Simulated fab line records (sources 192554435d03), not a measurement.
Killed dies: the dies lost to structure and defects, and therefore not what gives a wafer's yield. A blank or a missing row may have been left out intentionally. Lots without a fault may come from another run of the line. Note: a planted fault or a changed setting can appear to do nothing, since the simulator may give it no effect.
Split-lot trial -- flow n5_finfet -- 39 wafers read from 7 lots, route of 1938 steps

## THE SPLIT ITSELF
At N5_FIN_SAQP_EXPOSE_13 (exposes mask FIN CORE, target cd 35.6 nm), the setting dose_mj was moved away from the recipe's 63.25 on 18 of the 39 wafers read, by -7.0% to +3.4%. This setting was run at the recipe's value on the other wafers.

## FROM THE SPLIT TO THE READING: what the file shows between them, 2 steps
- N5_FIN_SAQP_PEB_14: peb time 60 s
- N5_FIN_SAQP_DEVELOP_15: develop time 30 s

## THE READING
cd_nm, in nm, at N5_FIN_SAQP_CD_MEAS_16 (target cd 35.6 nm). Typical for fault-free wafers on this fab line: 35.62 nm, with standard deviation 0.3 nm.

wafer,"tool, chamber at the split",dose_mj as run,against the recipe,"cd_nm, nm",against lot-mates on the recipe
L076.1,"arfi_scanner-02, 0",63.25,recipe,35.63,-
L076.2,"arfi_scanner-02, 0",58.82,-7.0%,37.51,+1.71
L076.3,"arfi_scanner-02, 0",58.82,-7.0%,37.82,+2.02
L076.4,"arfi_scanner-02, 0",63.25,recipe,35.68,-
L076.5,"arfi_scanner-02, 0",58.82,-7.0%,38.32,+2.52
L076.6,"arfi_scanner-02, 0",63.25,recipe,36.09,-
L081.1,"arfi_scanner-01, 0",63.25,recipe,35.57,-
L081.2,"arfi_scanner-01, 0",63.25,recipe,35.31,-
L081.3,"arfi_scanner-01, 0",65.42,+3.4%,34.76,-0.51
L081.4,"arfi_scanner-01, 0",63.25,recipe,34.93,-
L081.5,"arfi_scanner-01, 0",65.42,+3.4%,35.02,-0.25
L081.6,"arfi_scanner-01, 0",65.42,+3.4%,35.05,-0.22
L085.1,"arfi_scanner-03, 0",59.76,-5.5%,36.97,+1.53
L085.2,"arfi_scanner-03, 0",63.25,recipe,35.44,-
L085.3,"arfi_scanner-03, 0",63.25,recipe,35.55,-
L085.4,"arfi_scanner-03, 0",59.76,-5.5%,36.92,+1.48
L085.5,"arfi_scanner-03, 0",59.76,-5.5%,37.22,+1.78
L085.6,"arfi_scanner-03, 0",63.25,recipe,35.34,-
L087.1,"arfi_scanner-02, 0",63.25,recipe,35.84,-
L087.2,"arfi_scanner-02, 0",65.03,+2.8%,34.62,-1.23
L087.3,"arfi_scanner-02, 0",63.25,recipe,35.82,-
L087.4,"arfi_scanner-02, 0",65.03,+2.8%,34.71,-1.14
L087.5,"arfi_scanner-02, 0",63.25,recipe,35.88,-
L087.6,"arfi_scanner-02, 0",65.03,+2.8%,34.48,-1.37
L094.1,"arfi_scanner-01, 0",63.25,recipe,35.18,-
L094.2,"arfi_scanner-01, 0",61.96,-2.0%,36.38,+0.99
L094.3,"arfi_scanner-01, 0",61.96,-2.0%,36.30,+0.91
L094.4,"arfi_scanner-01, 0",61.96,-2.0%,36.10,+0.71
L094.5,"arfi_scanner-01, 0",63.25,recipe,35.31,-
L094.6,"arfi_scanner-01, 0",63.25,recipe,35.69,-
L095.2,"arfi_scanner-02, 0",63.25,recipe,36.03,-
L095.4,"arfi_scanner-02, 0",63.25,recipe,35.70,-
L095.6,"arfi_scanner-02, 0",63.25,recipe,35.83,-
L096.1,"arfi_scanner-01, 0",63.25,recipe,35.30,-
L096.2,"arfi_scanner-01, 0",63.25,recipe,35.26,-
L096.3,"arfi_scanner-01, 0",65.39,+3.4%,34.64,-0.77
L096.4,"arfi_scanner-01, 0",63.25,recipe,35.66,-
L096.5,"arfi_scanner-01, 0",65.39,+3.4%,34.48,-0.93
L096.6,"arfi_scanner-01, 0",65.39,+3.4%,34.58,-0.83

THE FIT
A straight line over all 39 wafers: cd_nm changes by -0.294 nm for each +1% of dose_mj; r = -0.95; the points scatter about the line by 0.29 nm.
The same after taking each lot's own level away (the mean of its wafers on the recipe; 39 wafers): -0.282 nm for each +1%; r = -0.95; scatter 0.29 nm.
On that fit, the largest move of dose_mj shifts the reading by 2 nm.
Measured against the standard deviation above, the lots' own levels, which go from 35.270 to 35.853 nm, span 1.9 times it.
The two slopes are in agreement: the lot-to-lot level therefore moves the slope only a little.
Check: +2.09 nm against its lot-mates is what the line predicts for one of the wafers moved furthest among these (-7.0%) when that wafer is left out of the fit. Against them it came out at +1.71 nm.

## FILE'S OWN FIT
cd_nm changes by -0.284 nm for each +1% of dose_mj, r = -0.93.
